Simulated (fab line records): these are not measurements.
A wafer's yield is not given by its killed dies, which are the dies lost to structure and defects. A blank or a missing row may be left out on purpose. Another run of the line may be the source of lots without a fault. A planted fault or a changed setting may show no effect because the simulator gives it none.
fab line records	flow n5-finfet
record: lots: 6	wafers: 18	last-day: 19
route steps=1938 shown BEOL_M4@1055 PASSIVATION@1936
lots untouched by any fault: they come from a run of this same line in which no faults occurred
start-h: hours from the record's opening day to when the first of the lot's shown wafers began	wait-h: hours since the lot's step before	" repeats the value in the row above	L1.1+2: one row covering several wafers at once	- no value, or no start given	* or withheld: withheld	< > ~ a bound
route shown NAME@n: NAME is a module with steps in the file, n the number in the route of the first one	usual: mean/standard deviation taken from wafers without a fault	same: alike in all rows	chamber/n: place in a boat	sites: the reading at each site	_std_site: how widely they spread, as a standard deviation	_edge_site: the outer-site mean with the inner-site mean subtracted	radius-mm: how far each site lies from the wafer's centre	mask NAME#n: copy n	behind: the tool/chamber that last shaped the wafer	hold: cause of the lot's hold/its duration in hours/its outcome	device: which transistor (n, p or np) failed to switch	end of line: at the end of the route, the tests of the same wafers	a step given without rows: its recipe and nothing more	killed: dies lost to structure and defects at the first sort, not the wafer's yield	map: the dies of a wafer, with x for killed, . for not killed, _ for no die there
set.NAME: setting as actually run; set.NAME@STEP: the setting as run at that earlier step	model.NAME: the simulator's own value behind a step, which no gauge read
a table for each step, a row for each wafer; lots at some steps of the route
services: the hour from which a tool's chamber was out of use, counted from the record's first day as start-h (under 0 if before that day), plus the number of hours and why
== steps ==
step: N5_BEOL_M4_DEVELOP_27
recipe: develop-time-s: 30	developer: TMAH	resist: CAR-EUV	rinse-liquid: surfactant-rinse	dry: air-spin	dev-temp-c: 23
step: N5_BEOL_M4_CD_MEAS_28
recipe: target-cd-nm: 26.2	landing-energy-ev: 500	detector: se-inlens	target-cd-y-nm: 24.1	polarity: opening
usual: cd-nm: 26.23/0.23
same: landing-energy-ev: 500
lot.wafer	tool	chamber	start-h	wait-h	cd-nm
L111.1	cd-sem-03	0	194.96	-	26.19
L111.4	"	0	"	"	26.05
L111.5	"	0	"	"	26.48
L115.1	cd-sem-03	0	215.86	-	25.70
L115.2	"	0	"	"	25.90
L115.4	"	0	"	"	25.83
L121.1	cd-sem-01	0	245.17	-	26.18
L121.2	"	0	"	"	26.41
L121.3	"	0	"	"	26.08
L122.1	cd-sem-01	0	258.81	-	26.18
L122.5	"	0	"	"	25.97
L122.6	"	0	"	"	26.38
L129.2	cd-sem-01	0	315.46	-	26.40
L129.3	"	0	"	"	26.60
L129.6	"	0	"	"	26.50
L131.1	cd-sem-02	0	319.64	-	26.42
L131.2	"	0	"	"	26.14
L131.6	"	0	"	"	25.71
step: N5_BEOL_M4_OVL_MEAS_29
recipe: points-per-wafer: 522
usual: V3_OVL: 0.2/0.67
same: points-per-wafer: 522
lot.wafer	tool	chamber	start-h	wait-h	V3_OVL[nm]
L111.1	overlay-01	0	194.99	0.0	0.5
L111.4	"	0	"	"	0.0
L111.5	"	0	"	"	0.2
L115.1	overlay-02	0	215.89	0.0	-0.4
L115.2	"	0	"	"	0.5
L115.4	"	0	"	"	0.4
L121.1	overlay-01	0	245.20	0.0	0.2
L121.2	"	0	"	"	0.9
L121.3	"	0	"	"	0.6
L122.1	overlay-02	0	258.84	0.0	-0.6
L122.5	"	0	"	"	0.5
L122.6	"	0	"	"	0.3
L129.2	overlay-02	0	315.50	0.0	-0.5
L129.3	"	0	"	"	0.7
L129.6	"	0	"	"	0.9
L131.1	overlay-02	0	319.67	0.0	-0.1
L131.2	"	0	"	"	-0.1
L131.6	"	0	"	"	-0.3
step: N5_BEOL_M4_INSPECT_30
recipe: mode: adi	inspect-instrument: brightfield
usual: raw-defect-count: 420/83
lot.wafer	tool	chamber	start-h	wait-h	raw-defect-count
L111.1	defect-inspect-01	-	195.05	0.1	513
L111.4	"	-	"	"	283
L111.5	"	-	"	"	463
L115.1	defect-inspect-01	-	215.95	0.1	356
L115.2	"	-	"	"	458
L115.4	"	-	"	"	288
L121.1	defect-inspect-02	-	245.25	0.1	424
L121.2	"	-	"	"	461
L121.3	"	-	"	"	644
L122.1	defect-inspect-01	-	258.90	0.1	532
L122.5	"	-	"	"	414
L122.6	"	-	"	"	388
L129.2	defect-inspect-01	-	315.56	0.1	415
L129.3	"	-	"	"	324
L129.6	"	-	"	"	412
L131.1	defect-inspect-02	-	319.73	0.1	427
L131.2	"	-	"	"	551
L131.6	"	-	"	"	417
step: N5_BEOL_M4_DESCUM_33
recipe: chemistry: O2	time-s: 7	source-power-w: 50	bias-power-w: 20	pressure-mtorr: 20	rf-frequency-hz: 2.712e+07	temp-c: 40	resist: CAR-EUV	o2-flow-sccm: 225
usual: drypump-motor-current-A: 5.7/0.38	oes-product-au: 0.73/0.073	rf-vpp-V: 243.0/1.6	showerhead-plenum-p-Torr: 2.09/0.084	throttle-valve-pct: 20.54/0.3
lot.wafer	tool	chamber	start-h	wait-h	drypump-motor-current-A	oes-product-au	rf-hours-counter-h	rf-vpp-V	showerhead-plenum-p-Torr	throttle-valve-pct
L111.1	rie-diel-04	3	195.12	0.1	5.7	0.69	218	244.9	2.16	20.82
L111.4	"	2	"	"	6.0	0.74	196	241.7	1.99	20.30
L111.5	"	3	"	"	5.7	0.69	-	244.9	2.16	20.81
L115.1	rie-diel-05	2	215.99	0.0	5.5	0.73	212	245.7	2.18	20.48
L115.2	"	0	"	"	5.6	0.68	220	241.8	2.08	20.92
L115.4	"	1	"	"	6.5	0.67	245	241.8	1.96	20.56
L121.1	rie-diel-05	2	245.29	0.0	5.5	0.71	225	243.5	2.18	20.49
L121.2	"	0	"	"	5.6	0.68	231	242.4	2.07	20.95
L121.3	"	3	"	"	6.1	0.72	190	242.1	2.07	20.47
L122.1	rie-diel-04	0	258.93	0.0	5.6	0.77	112	242.4	2.02	20.11
L122.5	"	1	"	"	5.3	0.70	-	244.5	2.17	20.94
L122.6	"	2	"	"	6.0	0.72	-	241.3	1.98	20.31
L129.2	rie-diel-05	3	315.74	0.2	6.1	0.70	214	243.9	2.06	20.51
L129.3	"	2	"	"	5.5	0.70	246	244.7	2.17	20.53
L129.6	"	2	"	"	5.5	0.70	-	242.9	2.17	20.55
L131.1	rie-diel-04	2	319.85	0.1	6.1	0.71	243	241.3	1.97	20.38
L131.2	"	3	"	"	5.7	0.94	7	244.7	2.15	20.68
L131.6	"	2	"	"	6.1	0.70	-	242.9	1.97	20.37
step: N5_BEOL_M4_ETCH_77
recipe: chemistry: N2/H2	target: underlayer	target-depth-a: 65	mask-material: CAR-EUV	time-s: 5.2	ion-energy-ev: 200	pressure-mtorr: 30	source-w: 840	bias-w: 150	n2-flow-sccm: 200	h2-flow-sccm: 200	ends: cleared
usual: drypump-motor-current-A: 5.8/0.38	etch-rf-on-time-s: 5.31/0.15	oes-product-au: 0.62/0.062	rf-fwd-power-W: 819.0/2.9	rf-vpp-V: 523.9/3	showerhead-plenum-p-Torr: 2.54/0.096	throttle-valve-pct: 18.0/0.31
lot.wafer	tool	chamber	start-h	wait-h	drypump-motor-current-A	etch-rf-on-time-s	oes-product-au	rf-fwd-power-W	rf-hours-counter-h	rf-vpp-V	showerhead-plenum-p-Torr	throttle-valve-pct
L111.1	rie-diel-04	3	195.16	0.0	5.7	5.34	0.58	817.7	218	526.6	2.64	18.3
L111.4	"	2	"	"	6.0	5.24	0.62	819.8	196	519.9	2.43	17.9
L111.5	"	3	"	"	5.7	5.32	0.59	817.1	-	528.4	2.64	18.3
L115.1	rie-diel-05	2	216.02	0.0	5.5	5.21	0.61	820.5	212	526.9	2.64	17.9
L115.2	"	0	"	"	5.6	5.43	0.58	820.7	220	522.9	2.53	18.3
L115.4	"	1	"	"	6.5	5.43	0.56	812.4	245	520.5	2.38	18.1
L121.1	rie-diel-05	2	245.32	0.0	5.5	5.26	0.61	824.5	225	524.2	2.63	17.9
L121.2	"	0	"	"	5.5	5.50	0.58	827.1	231	523.6	2.53	18.4
L121.3	"	3	"	"	6.1	5.26	0.63	818.7	190	524.6	2.52	17.9
L122.1	rie-diel-04	0	258.97	0.0	5.6	5.31	0.64	817.3	112	519.0	2.43	17.4
L122.5	"	1	"	"	5.3	5.51	0.58	821.6	-	526.6	2.62	18.3
L122.6	"	2	"	"	6.1	5.32	0.61	820.7	-	521.1	2.42	18.0
L129.2	rie-diel-05	3	315.77	0.0	6.1	5.23	0.61	818.5	214	523.9	2.51	18.0
L129.3	"	2	"	"	5.5	5.17	0.59	815.9	246	525.8	2.62	17.9
L129.6	"	2	"	"	5.5	5.20	0.59	816.3	-	526.0	2.62	17.9
L131.1	rie-diel-04	2	319.89	0.0	6.1	5.19	0.60	819.9	243	521.9	2.41	18.0
L131.2	"	3	"	"	5.7	5.24	0.81	821.2	7	524.7	2.62	18.1
L131.6	"	2	"	"	6.1	5.18	0.60	822.4	-	522.1	2.41	18.0
step: N5_BEOL_M4_ETCH_69
recipe: chemistry: CF4	target: SiARC	target-depth-a: 156	mask-material: CAR-EUV	time-s: 26	ion-energy-ev: 80	pressure-mtorr: 40	source-w: 545	bias-w: 36	Ar_flow_sccm: 100	cf4-flow-sccm: 100	ends: cleared
usual: drypump-motor-current-A: 5.7/0.38	etch-rf-on-time-s: 26.6/0.74	oes-product-au: 0.62/0.061	rf-fwd-power-W: 532.9/2.6	rf-vpp-V: 184.0/1.3	showerhead-plenum-p-Torr: 2.14/0.075	throttle-valve-pct: 15.73/0.28
lot.wafer	tool	chamber	start-h	wait-h	drypump-motor-current-A	etch-rf-on-time-s	oes-product-au	rf-fwd-power-W	rf-hours-counter-h	rf-vpp-V	showerhead-plenum-p-Torr	throttle-valve-pct
L111.1	rie-diel-04	3	195.18	0.0	5.8	26.4	0.59	536.0	218	185.2	2.20	16.03
L111.4	"	2	"	"	6.0	25.9	0.63	531.7	196	184.8	2.04	15.49
L111.5	"	3	"	"	5.7	26.6	0.59	533.0	-	184.3	2.20	16.03
L115.1	rie-diel-05	2	216.04	0.0	5.5	26.2	0.61	532.3	212	185.8	2.20	15.51
L115.2	"	0	"	"	5.6	27.2	0.58	536.2	220	182.9	2.12	16.03
L115.4	"	1	"	"	6.5	27.6	0.56	531.5	245	182.8	2.03	15.86
L121.1	rie-diel-05	2	245.34	0.0	5.5	26.3	0.61	531.0	225	183.1	2.20	15.55
L121.2	"	0	"	"	5.6	27.4	0.58	536.8	231	184.1	2.11	16.07
L121.3	"	3	"	"	6.1	26.0	0.63	531.4	190	184.0	2.13	15.78
L122.1	rie-diel-04	0	258.99	0.0	5.6	26.3	0.65	533.7	112	183.9	2.08	15.36
L122.5	"	1	"	"	5.3	27.4	0.58	531.5	-	185.0	2.21	16.09
L122.6	"	2	"	"	6.1	26.1	0.62	531.6	-	181.6	2.03	15.55
L129.2	rie-diel-05	3	315.79	0.0	6.1	26.6	0.60	533.2	214	186.4	2.12	15.83
L129.3	"	2	"	"	5.5	26.1	0.60	532.4	246	184.8	2.19	15.58
L129.6	"	2	"	"	5.5	26.3	0.59	531.3	-	183.8	2.19	15.59
L131.1	rie-diel-04	2	319.90	0.0	6.1	25.9	0.61	532.2	243	184.6	2.02	15.59
L131.2	"	3	"	"	5.7	26.1	0.80	537.5	7	183.9	2.19	15.67
L131.6	"	2	"	"	6.0	25.8	0.60	530.8	-	183.3	2.02	15.57
step: N5_BEOL_M4_ALD_98
recipe: material: SiO2	target-thk-a: 25	temp-c: 100	ald-precursor-family: BDEAS	ald-co-reactant: O2-plasma	pulse-time-s: 1	co-reactant-pulse-time-s: 1	purge-time-s: 2	co-reactant-purge-time-s: 2	ald-cycles: 17	pressure-torr: 2
usual: heater-power-w: 77/5.5	precursor-pulse-height-rel: 1.000/0.019
lot.wafer	tool	chamber	start-h	wait-h	heater-power-w	precursor-pulse-height-rel
L111.1	ald-sin-03	1	195.63	0.4	83	1.008
L111.4	"	2	"	"	77	1.039
L111.5	"	3	"	"	82	0.989
L115.1	ald-sin-03	2	216.12	0.1	73	0.974
L115.2	"	1	"	"	84	1.014
L115.4	"	0	"	"	69	1.029
L121.1	ald-sin-04	2	245.48	0.1	73	0.973
L121.2	"	1	"	"	70	0.989
L121.3	"	0	"	"	78	0.981
L122.1	ald-sin-02	0	259.07	0.1	77	0.997
L122.5	"	0	"	"	78	0.967
L122.6	"	2	"	"	84	1.004
L129.2	ald-sin-04	3	315.87	0.1	72	0.996
L129.3	"	2	"	"	71	0.991
L129.6	"	2	"	"	70	1.024
L131.1	ald-sin-03	1	320.01	0.1	80	1.020
L131.2	"	0	"	"	70	0.974
L131.6	"	1	"	"	83	1.025
step: N5_BEOL_M4_ETCHBACK_99
recipe: chemistry: CHF3	target: SiO2	target-depth-a: 50	time-s: 10.4	source-w: 215	bias-w: 47	Ar_flow_sccm: 200	CHF3_flow_sccm: 12	ion-energy-ev: 100	pressure-mtorr: 30
usual: drypump-motor-current-A: 5.7/0.44	oes-product-au: 0.75/0.085	rf-vpp-V: 242/4.9	showerhead-plenum-p-Torr: 2.17/0.082	throttle-valve-pct: 17.13/0.27
lot.wafer	tool	chamber	start-h	wait-h	drypump-motor-current-A	oes-product-au	rf-hours-counter-h	rf-vpp-V	showerhead-plenum-p-Torr	throttle-valve-pct
L111.1	rie-diel-02	1	208.68	13.0	5.8	0.70	211	239	2.21	17.26
L111.4	"	1	"	"	5.8	0.70	-	239	2.21	17.25
L111.5	"	3	"	"	4.9	0.70	-	247	2.11	17.07
L115.1	rie-diel-04	2	231.84	15.7	6.1	0.72	208	235	2.05	17.05
L115.2	"	0	"	"	5.6	0.77	103	233	2.07	16.71
L115.4	"	3	"	"	5.7	0.68	230	240	2.21	17.49
L121.1	rie-diel-02	1	265.25	19.7	5.8	0.69	232	239	2.20	17.30
L121.2	"	2	"	"	6.4	0.81	98	245	2.27	17.04
L121.3	"	3	"	"	4.9	0.69	246	248	2.10	17.12
L122.1	rie-diel-02	1	273.67	14.6	5.8	0.68	234	239	2.20	17.30
L122.5	"	1	"	"	5.8	0.68	-	241	2.20	17.27
L122.6	"	2	"	"	6.4	0.81	-	247	2.27	17.03
L129.2	rie-diel-04	3	321.71	5.8	5.7	0.94	8	241	2.20	17.20
L129.3	"	0	"	"	5.6	0.74	138	232	2.06	16.79
L129.6	"	2	"	"	6.0	0.69	-	236	2.04	17.10
L131.1	rie-diel-04	2	322.88	2.8	6.1	0.70	244	237	2.04	17.10
L131.2	"	1	"	"	5.3	0.94	4	243	2.22	17.24
L131.6	"	3	"	"	5.7	0.92	-	241	2.20	17.21
step: N5_BEOL_M4_ETCH_70
recipe: chemistry: N2/H2	target: SOC	target-depth-a: 800	overetch-a: 240	mask-material: SiARC	temp-c: 40	time-s: 130	ion-energy-ev: 200	pressure-mtorr: 30	source-w: 840	bias-w: 150	n2-flow-sccm: 200	h2-flow-sccm: 200
step: N5_BEOL_M4_STRIP_71
recipe: chemistry: N2/H2	temp-c: 40	n2-flow-sccm: 200	h2-flow-sccm: 200	rf-frequency-hz: 6e+07
step: N5_BEOL_M4_STRIP_78
recipe: chemistry: N2/H2	temp-c: 40	n2-flow-sccm: 200	h2-flow-sccm: 200	rf-frequency-hz: 6e+07
step: N5_BEOL_M4_VIA_ETCH_34
recipe: chemistry: C4F6/O2	target-depth-a: 694	mask-material: SOC	pressure-mtorr: 15	ion-energy-ev: 250	taper-deg: 4	time-s: 65.9	source-w: 350	bias-w: 170	Ar_flow_sccm: 300	C4F6_flow_sccm: 10	O2_flow_sccm: 10
usual: drypump-motor-current-A: 5.7/0.44	oes-product-au: 0.75/0.085	rf-fwd-power-W: 347.6/1.2	rf-vpp-V: 668/13	showerhead-plenum-p-Torr: 2.86/0.1	throttle-valve-pct: 30.77/0.3
lot.wafer	tool	chamber	start-h	wait-h	drypump-motor-current-A	oes-product-au	rf-fwd-power-W	rf-hours-counter-h	rf-vpp-V	showerhead-plenum-p-Torr	throttle-valve-pct	model.etch.depth-nm	model.SOC_of_BEOL_M4_COAT_67.thk-nm
L111.1	rie-diel-02	1	208.83	0.0	5.8	0.69	347.4	211	663	2.91	30.83	65.82	52.8
L111.4	"	1	"	"	5.8	0.69	347.3	-	661	2.91	30.81	65.54	52.6
L111.5	"	3	"	"	4.9	0.70	347.6	-	684	2.79	30.46	70.38	52.2
L115.1	rie-diel-04	2	231.98	0.0	6.1	0.72	347.2	208	655	2.71	30.81	68.14	52
L115.2	"	0	"	"	5.6	0.77	347.7	103	646	2.74	30.32	68.17	52
L115.4	"	3	"	"	5.7	0.68	349.1	231	668	2.92	30.93	67.26	52
L121.1	rie-diel-02	1	265.39	0.0	5.8	0.71	429.1	232	596	2.91	30.85	70.71	51.8
L121.2	"	2	"	"	6.4	0.84	431.2	98	618	2.99	30.78	75.77	51
L121.3	"	3	"	"	4.9	0.73	433.2	246	615	2.78	30.50	76.54	51.2
L122.1	rie-diel-02	1	273.81	0.0	5.8	0.71	432.3	234	597	2.90	30.84	71.25	52.2
L122.5	"	1	"	"	5.8	0.71	431.4	-	596	2.90	30.86	71.39	52
L122.6	"	2	"	"	6.4	0.84	428.0	-	617	2.99	30.80	76.31	51.2
L129.2	rie-diel-04	3	321.85	0.0	5.7	0.93	349.8	8	666	2.91	31.17	69.91	51.8
L129.3	"	0	"	"	5.6	0.74	347.0	138	644	2.73	30.36	68.44	52
L129.6	"	2	"	"	6.1	0.70	347.3	-	655	2.70	30.85	69.73	51.8
L131.1	rie-diel-04	2	323.03	0.0	6.1	0.70	345.6	244	654	2.70	30.85	68.97	51.6
L131.2	"	1	"	"	5.3	0.94	348.1	4	671	2.93	31.30	67.62	51.8
L131.6	"	3	"	"	5.7	0.93	348.3	-	665	2.91	31.16	69.13	51.6
step: N5_BEOL_M4_STRIP_83
recipe: chemistry: C4F6/O2	resist: SiARC	rf-frequency-hz: 6e+07
step: N5_BEOL_M4_RC_MEAS_101
usual: DIBL_N: 36.6/1.9	DIBL_P: 36.7/2.2	IOFF_N: 0.16/0.035	IOFF_P: 0.22/0.038	ION_N: 672/14	ION_P: 462/8.3	SS_N: 71.6/0.65	SS_P: 73.5/0.72	VT_N: 250/3.5	VT_P: -250/3.1
lot.wafer	tool	chamber	start-h	wait-h	DIBL_N[mV/V]	DIBL_P[mV/V]	IOFF_N[nA/um]	IOFF_P[nA/um]	ION_N[uA/um]	ION_P[uA/um]	SS_N[mV/dec]	SS_P[mV/dec]	VT_N[mV]	VT_P[mV]
L111.1	prober-02	0	213.09	0.0	37.2	37.7	0.17	0.23	687	473	71.9	73.8	248	-251
L111.4	"	0	"	"	37.3	38.8	0.18	0.25	663	464	72.0	73.3	249	-246
L111.5	"	0	"	"	34.1	34.8	0.12	0.18	682	464	71.7	73.3	255	-252
L115.1	prober-01	0	236.85	0.0	38.4	38.8	0.20	0.22	678	456	72.8	73.3	245	-251
L115.2	"	0	"	"	39.2	40.2	0.22	0.25	703	469	71.9	73.7	246	-251
L115.4	"	0	"	"	40.0	40.8	0.23	0.26	682	458	73.2	74.5	245	-248
L121.1	prober-01	0	271.92	0.0	36.7	36.6	0.16	0.21	663	456	72.2	73.3	249	-252
L121.2	"	0	"	"	35.8	35.7	0.15	0.20	681	470	71.4	73.1	248	-252
L121.3	"	0	"	"	34.7	34.2	0.13	0.18	677	462	71.1	73.0	253	-253
L122.1	prober-02	0	279.58	0.0	35.7	36.3	0.14	0.20	675	469	72.0	73.0	254	-251
L122.5	"	0	"	"	35.3	36.2	0.14	0.20	676	470	70.9	72.9	252	-250
L122.6	"	0	"	"	37.5	39.4	0.17	0.24	663	452	71.9	74.2	250	-249
L129.2	prober-02	0	326.46	0.2	37.6	36.4	0.17	0.23	691	474	71.6	72.2	250	-249
L129.3	"	0	"	"	36.2	34.1	0.14	0.19	658	453	71.8	72.1	253	-253
L129.6	"	0	"	"	39.4	38.0	0.21	0.27	677	462	72.8	73.4	247	-249
L131.1	prober-01	0	327.85	0.0	39.5	41.3	0.23	0.30	693	471	72.2	74.0	245	-245
L131.2	"	0	"	"	34.9	35.8	0.13	0.19	670	464	71.5	73.0	251	-253
L131.6	"	0	"	"	38.2	40.7	0.21	0.30	698	471	71.8	73.9	246	-245
step: N5_PASSIVATION_PROBE_49
usual: defect-limited-yield: 91.6/1.4	killed_at_M0_to_M3: 35/10	killed_at_M4_up: 13/4.8	killed-at-contacts: 12/7.2	killed-at-front-end: 36/12	killed-at-other: 4/3.1	killed-dies: 100/17	killed-open: 66/13	killed-short: 32/7.3	sort_bin_5_function: 5.0/0.94	sort_bin_6_memory: 3.1/0.67	sort_bin_8_speed: 0.01/0.047	sort-n-pass: 1080/17
same: gross-dies: 1180	killed-at-back-side: 0	sort_bin_4_leakage[%]: 0
lot.wafer	tool	chamber	start-h	wait-h	defect-limited-yield[%]	killed_at_M0_to_M3	killed_at_M4_up	killed-at-contacts	killed-at-front-end	killed-at-other	killed-dies	killed-open	killed-short	sort_bin_5_function[%]	sort_bin_6_memory[%]	sort_bin_8_speed[%]	sort-n-pass
L111.1	prober-02	-	323.37	0.0	90.6	47	18	6	39	1	111	69	36	5.3	3.1	0	1069
L111.4	prober-02	-	323.52	0.2	91.9	34	13	13	30	5	95	70	25	5.2	2.9	0	1085
L111.5	prober-02	-	323.57	0.2	90.7	38	9	16	44	3	110	77	32	4.9	4.2	0	1070
L115.1	prober-01	-	356.78	0.0	92.5	23	9	12	38	7	89	58	30	3.9	3.4	0	1091
L115.2	prober-01	-	356.83	0.1	91.6	29	20	12	36	2	99	62	37	4.7	3.6	0	1081
L115.4	prober-01	-	356.93	0.2	92.4	25	10	9	42	4	90	57	33	4.2	3.1	0	1090
L122.1	prober-02	-	407.17	0.0	92.1	39	18	6	28	2	93	72	19	4.8	2.9	0	1087
L122.5	prober-02	-	407.37	0.2	90.3	49	14	11	38	2	114	77	36	6.0	3.1	0	1066
L122.6	prober-02	-	407.42	0.3	93.6	30	22	5	18	0	75	52	22	4.3	1.9	0	1105
L129.2	prober-02	-	443.75	0.1	92.0	33	7	8	45	1	94	57	36	4.4	3.3	0	1086
L129.3	prober-02	-	443.80	0.1	92.7	16	14	14	42	0	86	43	41	4.1	3.0	0	1094
L129.6	prober-02	-	443.95	0.3	89.7	28	14	12	66	1	121	84	35	6.4	3.6	0	1059
killed by level:class
L111.1 BEOL_M2:geometric-particle:open=12 FIN_SAQP:geometric-particle:open=8 BEOL_M1:geometric-particle:open=8 BEOL_M0_SAQP:geometric-particle:short=7 BEOL_M3:geometric-particle:open=7 BEOL_M4:geometric-particle:short=7 BEOL_M0_SAQP:geometric-particle:open=5 FIN_SAQP:geometric-particle:short=4
L111.4 MOL_CONTACT_COAG:geometric-particle:open=10 BEOL_M2:geometric-particle:open=10 BEOL_M4:geometric-particle:open=8 GATE_CUT:geometric-particle:open=6 BEOL_M0_SAQP:geometric-particle:open=6 BEOL_M1:geometric-particle:open=6 GATE_CUT:geometric-particle:short=5 BEOL_M0_SAQP:geometric-particle:short=5
L111.5 FIN_SAQP:geometric-particle:open=13 MOL_CONTACT_COAG:geometric-particle:open=13 BEOL_M1:geometric-particle:open=11 BEOL_M0_SAQP:geometric-particle:open=9 GATE_CUT:geometric-particle:open=5 SPACER0:geometric-particle:short=4 BEOL_M0_SAQP:geometric-particle:short=4 BEOL_M3:geometric-particle:open=4
L115.1 MOL_CONTACT_COAG:geometric-particle:open=11 STI_FIN_REVEAL:geometric-particle:open=8 FIN_SAQP:geometric-particle:short=7 BEOL_M0_SAQP:geometric-particle:short=5 BEOL_M1:geometric-particle:open=5 FIN_SAQP:geometric-particle:open=4 DUMMY_GATE:geometric-particle:open=4 BEOL_M0_SAQP:geometric-particle:open=4
L115.2 STI_FIN_REVEAL:geometric-particle:open=17 BEOL_M4:geometric-particle:open=9 MOL_CONTACT_COAG:geometric-particle:open=8 BEOL_M0_SAQP:geometric-particle:short=8 BEOL_M1:geometric-particle:open=8 STARTING-WAFER:geometric-particle:short=4 FIN_SAQP:geometric-particle:open=4 MOL_CONTACT_COAG:geometric-particle:short=4
L115.4 FIN_SAQP:geometric-particle:open=13 BEOL_M0_SAQP:geometric-particle:short=12 STI_FIN_REVEAL:geometric-particle:open=10 BEOL_M0_SAQP:geometric-particle:open=7 MOL_CONTACT_COAG:geometric-particle:open=6 FIN_SAQP:geometric-particle:short=3 MOL_CONTACT_COAG:geometric-particle:short=3 BEOL_M1:geometric-particle:open=3
L122.1 BEOL_M4:geometric-particle:open=12 BEOL_M0_SAQP:geometric-particle:open=9 BEOL_M3:geometric-particle:open=9 BEOL_M1:geometric-particle:open=7 BEOL_M0_SAQP:geometric-particle:short=6 BEOL_M2:geometric-particle:open=6 STI_FIN_REVEAL:geometric-particle:open=5 DUMMY_GATE:geometric-particle:open=5
L122.5 BEOL_M0_SAQP:geometric-particle:short=14 BEOL_M0_SAQP:geometric-particle:open=12 BEOL_M2:geometric-particle:open=12 FIN_SAQP:geometric-particle:open=10 STI_FIN_REVEAL:geometric-particle:open=7 MOL_CONTACT_COAG:geometric-particle:open=7 BEOL_M4:geometric-particle:open=6 MOL_CONTACT_COAG:geometric-particle:short=4
L122.6 BEOL_M4:geometric-particle:open=10 BEOL_M0_SAQP:geometric-particle:short=9 BEOL_M0_SAQP:geometric-particle:open=9 BEOL_M2:geometric-particle:open=6 MOL_CONTACT_COAG:geometric-particle:open=5 BEOL_M6:geometric-particle:open=4 GATE_CUT:geometric-particle:open=3 FIN_SAQP:geometric-particle:open=2
L129.2 FIN_SAQP:geometric-particle:short=10 BEOL_M1:geometric-particle:open=10 FIN_SAQP:geometric-particle:open=9 BEOL_M0_SAQP:geometric-particle:short=9 STI_FIN_REVEAL:geometric-particle:open=8 MOL_CONTACT_COAG:geometric-particle:open=8 BEOL_M0_SAQP:geometric-particle:open=5 STI_FIN_REVEAL:geometric-particle:short=4
L129.3 FIN_SAQP:geometric-particle:short=12 MOL_CONTACT_COAG:geometric-particle:open=11 GATE_CUT:geometric-particle:short=7 BEOL_M1:geometric-particle:open=6 BEOL_M4:geometric-particle:open=5 BEOL_M4:geometric-particle:short=4 FIN_SAQP:geometric-particle:open=3 MOL_CONTACT_COAG:geometric-particle:short=3
L129.6 FIN_SAQP:geometric-particle:open=20 FIN_SAQP:geometric-particle:short=16 STI_FIN_REVEAL:geometric-particle:open=12 MOL_CONTACT_COAG:geometric-particle:open=9 BEOL_M4:geometric-particle:open=9 BEOL_M1:geometric-particle:open=8 BEOL_M0_SAQP:geometric-particle:open=7 BEOL_M2:geometric-particle:open=6
== services ==
tool	chamber	start-h	hours	kind
ald-sin-02	-	177.80	14.0	pm
ald-sin-03	-	209.92	6.1	pm
ald-sin-02	-	213.91	6.0	pm
rie-diel-02	1	236.01	1.8	repair
rie-diel-04	-	241.54	0.5	repair
ald-sin-02	2	244.30	5.1	repair
ald-sin-02	1	256.14	11.6	repair
ald-sin-04	-	268.82	14.0	pm
rie-diel-02	-	268.92	2.8	pm
ald-sin-03	-	275.67	0.6	repair
ald-sin-02	0	279.07	6.1	repair
rie-diel-04	3	284.47	-	clean
rie-diel-04	3	284.47	-	consumable-replace:focus-ring
rie-diel-04	3	284.47	19.3	scheduled-down
rie-diel-04	3	284.47	19.3	vent-cycle
ald-sin-02	0	290.57	11.4	repair
rie-diel-05	2	293.30	10.5	repair
ald-sin-03	-	294.96	1.2	repair
ald-sin-02	1	298.60	8.6	repair
rie-diel-05	-	300.33	0.8	repair
rie-diel-04	1	303.82	-	clean
rie-diel-04	1	303.82	-	consumable-replace:focus-ring
rie-diel-02	0	304.01	13.7	repair
ald-sin-02	3	307.27	3.9	repair
== key ==
first-sign: step: N5_BEOL_M4_VIA_ETCH_34	reading: rf-fwd-power-W	direction: up	sigmas: 71	usual: *	struck: *
effect: step: N5_BEOL_M4_VIA_ETCH_34	reading: rf-vpp-V	direction: down	sigmas: 4.6	usual: 668	struck: 606
model-effect: step: N5_BEOL_M4_VIA_ETCH_34	value: etch.depth-nm	without: 67.76	struck: 73.66
met-at N5_BEOL_M4_VIA_ETCH_34
struck-wafers L121.1,L121.2,L121.3,L122.1,L122.5,L122.6
onset-between 208.83 265.39
fault: kind: process-parameter-drift	tool: rie-diel-02	chamber: -	onset-h: 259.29	steps: N5_BEOL_M4_VIA_ETCH_34	channel: source-w	offset: 84	shape: step	end-h: 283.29	acts-in: these-recipes-only	stated: 350
